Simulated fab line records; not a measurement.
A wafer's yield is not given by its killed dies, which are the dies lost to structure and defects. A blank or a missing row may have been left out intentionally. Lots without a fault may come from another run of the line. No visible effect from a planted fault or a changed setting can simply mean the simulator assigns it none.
Matching of chambers | flow nand harc | 4 sister chambers for NHARC_A_CHANNEL_FILL_D1_ETCHBACK_19 on rie si-05
The step etches the open film in HBr/Cl2, target depth 5 nm, time 1.7 s. 8 wafers are shown with their chamber, then 11 later ones without.

== EACH WAFER AND ITS CHAMBER ==
wafer  | chamber | drypump motor current A (A) | oes product au (a.u.)
L081.1 | 1       | 5.2                         | 0.987
L081.4 | 0       | 5.6                         | 1.011
L085.4 | 2       | 5.9                         | 0.984
L085.5 | 3       | 5.6                         | 1.002
L086.1 | 3       | 5.6                         | 0.997
L086.4 | 2       | 5.9                         | 0.975
L086.6 | 0       | 5.5                         | 0.982
L089.1 | 1       | 5.1                         | 0.998

== WAFERS WHOSE CHAMBER IS MISSING ==
wafer  | drypump motor current A (A) | oes product au (a.u.)
L089.2 | 5.6                         | 1.007
L089.5 | 5.6                         | 0.998
L093.1 | 5.6                         | 1.011
L093.2 | 5.9                         | 0.978
L093.6 | 5.9                         | 0.978
L094.1 | 5.6                         | 0.979
L094.4 | 5.9                         | 0.974
L094.6 | 5.1                         | 0.991
L095.1 | 5.6                         | 0.999
L095.3 | 5.9                         | 0.989
L095.6 | 5.9                         | 0.993

== EACH ONE'S CHAMBER ==
wafer  | from the rows above     | in truth
L089.2 | can't be placed: 3 or 0 | 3
L089.5 | can't be placed: 3 or 0 | 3
L093.1 | can't be placed: 3 or 0 | 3
L093.2 | 2                       | 2
L093.6 | 2                       | 2
L094.1 | can't be placed: 3 or 0 | 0
L094.4 | 2                       | 2
L094.6 | 1                       | 1
L095.1 | can't be placed: 3 or 0 | 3
L095.3 | 2                       | 2
L095.6 | 2                       | 2
Correctly placed: 6 of 11. These rows do not allow placing 5 (true chamber among the candidates in 5). Wrongly placed: 0.
How it was worked out, from the rows above alone: a wafer's distance from a chamber is the root of the sum, over the readings, of the square of ((its reading less the chamber's mean) divided by the reading's scatter). The wafer belongs to the nearest chamber; if the next one is less than 2 further off, it can't be placed. For every chamber, the mean is computed from those of its wafers that are shown. How the scatter is found: for the shown wafers, subtract from each reading the mean of its chamber, square and add these, divide the total by (wafers less chambers), then take the root.
